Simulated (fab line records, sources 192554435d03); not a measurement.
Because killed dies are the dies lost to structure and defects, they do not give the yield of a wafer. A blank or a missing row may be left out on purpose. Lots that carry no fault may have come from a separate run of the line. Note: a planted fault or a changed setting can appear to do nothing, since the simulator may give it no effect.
Matching of chambers    flow n5-finfet    4 sister chambers for N5_BEOL_M0_SAQP_STRIP_108 on rie-diel-03
The step strips in N2/H2. 20 wafers are shown with their chamber, then 10 later ones without.

WAFERS PAIRED WITH THEIR CHAMBERS
wafer   chamber  drypump-motor-current-A (A)  showerhead-plenum-p-Torr (Torr)  throttle-valve-pct (%)
L074.1  0        6.0                          3.30                             18.86
L074.3  1        5.2                          3.47                             18.83
L074.5  3        6.2                          3.26                             18.37
L075.2  2        5.9                          3.43                             18.93
L075.4  0        6.0                          3.30                             18.87
L075.5  2        5.9                          3.43                             18.94
L076.1  3        6.2                          3.26                             18.38
L076.2  2        5.9                          3.43                             18.94
L076.3  1        5.2                          3.46                             18.84
L076.4  2        5.9                          3.43                             18.94
L076.5  1        5.2                          3.46                             18.85
L076.6  3        6.1                          3.26                             18.38
L081.1  3        6.2                          3.26                             18.39
L081.2  2        5.9                          3.42                             18.96
L081.4  1        5.2                          3.46                             18.86
L087.1  3        6.2                          3.25                             18.42
L087.2  0        6.0                          3.29                             18.88
L087.3  1        5.2                          3.45                             18.90
L087.4  2        5.9                          3.42                             18.97
L087.5  1        5.2                          3.45                             18.88

SIGNATURES (means of the wafers above)
reading                   chamber 0  chamber 1  chamber 2  chamber 3  scatter within a chamber
drypump-motor-current-A   6.000      5.200      5.900      6.180      0.0224
showerhead-plenum-p-Torr  3.2967     3.4583     3.4267     3.2580     0.00593
throttle-valve-pct        18.8700    18.8600    18.9467    18.3880    0.0197
Rule: a wafer lies at a distance from a chamber equal to the root of the sum of squares, over the readings, of (its reading less the chamber's mean, divided by the reading's scatter). The wafer belongs to the nearest chamber; if the next one is less than 2 further off, it can't be placed. How the scatter is found: for the shown wafers, subtract from each reading the mean of its chamber, square and add these, divide the total by (wafers less chambers), then take the root.

WAFERS WHOSE CHAMBER IS MISSING
wafer   drypump-motor-current-A (A)  showerhead-plenum-p-Torr (Torr)  throttle-valve-pct (%)
L087.6  5.9                          3.42                             18.97
L091.1  6.2                          3.25                             18.45
L091.2  5.9                          3.41                             18.99
L091.3  6.0                          3.28                             18.90
L094.1  5.2                          3.45                             18.90
L094.5  5.2                          3.45                             18.88
L094.6  5.9                          3.41                             19.00
L095.4  6.0                          3.28                             18.90
L095.5  5.2                          3.44                             18.90
L095.6  6.0                          3.28                             18.93

THE CHAMBER EACH PASSED THROUGH
wafer   from the rows above  in truth
L087.6  2                    2
L091.1  3                    3
L091.2  2                    2
L091.3  0                    0
L094.1  1                    1
L094.5  1                    1
L094.6  2                    2
L095.4  0                    0
L095.5  1                    1
L095.6  0                    0
10 of 10 placed correctly. Left unplaced by these rows: 0. Number placed wrongly: 0.
